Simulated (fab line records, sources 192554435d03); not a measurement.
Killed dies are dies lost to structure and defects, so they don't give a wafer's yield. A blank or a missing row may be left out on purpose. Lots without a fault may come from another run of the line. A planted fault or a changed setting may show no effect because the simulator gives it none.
Chamber matching | flow n5_finfet | N5_SDB_STRIP_21 on rie_diel-02: 4 sister chambers
The step strips in CF4. 14 wafers are shown with their chamber, then 7 later ones without.

WAFERS WITH THEIR CHAMBER
wafer  | chamber | showerhead_plenum_p_Torr (Torr) | drypump_motor_current_A (A) | throttle_valve_pct (%)
L077.1 | 1       | 1.87                            | 5.9                         | 13.86
L077.2 | 3       | 1.79                            | 5.6                         | 14.03
L077.3 | 2       | 1.79                            | 5.4                         | 13.60
L083.1 | 0       | 1.80                            | 5.6                         | 13.68
L083.2 | 2       | 1.79                            | 5.5                         | 13.64
L083.6 | 2       | 1.79                            | 5.4                         | 13.63
L086.3 | 2       | 1.78                            | 5.4                         | 13.67
L086.5 | 1       | 1.87                            | 5.9                         | 13.90
L086.6 | 0       | 1.80                            | 5.5                         | 13.70
L088.1 | 2       | 1.78                            | 5.4                         | 13.67
L088.4 | 3       | 1.78                            | 5.6                         | 14.07
L088.5 | 2       | 1.78                            | 5.4                         | 13.66
L089.1 | 0       | 1.80                            | 5.6                         | 13.73
L089.2 | 2       | 1.78                            | 5.4                         | 13.67

SIGNATURES (means of the wafers above)
reading                  | chamber 0 | chamber 1 | chamber 2 | chamber 3 | scatter within a chamber
showerhead_plenum_p_Torr | 1.8000    | 1.8700    | 1.7843    | 1.7850    | 0.00471
drypump_motor_current_A  | 5.567     | 5.900     | 5.414     | 5.600     | 0.039
throttle_valve_pct       | 13.7033   | 13.8800   | 13.6486   | 14.0500   | 0.0267
Rule: a wafer's distance from a chamber is the root of the sum, over the readings, of the square of ((its reading less the chamber's mean) divided by the reading's scatter). The wafer belongs to the nearest chamber; if the next one is less than 2 further off, it can't be placed. The scatter: the root of (the sum of the squares of (reading less its chamber's mean) over the shown wafers, divided by (wafers less chambers)).

WAFERS WITHOUT THEIR CHAMBER
wafer  | showerhead_plenum_p_Torr (Torr) | drypump_motor_current_A (A) | throttle_valve_pct (%)
L089.6 | 1.78                            | 5.3                         | 13.66
L091.2 | 1.80                            | 5.6                         | 13.72
L091.3 | 1.86                            | 5.9                         | 13.91
L091.6 | 1.86                            | 5.9                         | 13.91
L096.2 | 1.86                            | 5.9                         | 13.94
L096.5 | 1.79                            | 5.6                         | 13.75
L096.6 | 1.78                            | 5.6                         | 14.10

WHICH CHAMBER EACH WENT THROUGH
wafer  | from the rows above | in truth
L089.6 | 2                   | 2
L091.2 | 0                   | 0
L091.3 | 1                   | 1
L091.6 | 1                   | 1
L096.2 | 1                   | 1
L096.5 | 0                   | 0
L096.6 | 3                   | 3
Placed correctly: 7 of 7. Can't be placed from these rows: 0. Placed wrongly: 0.
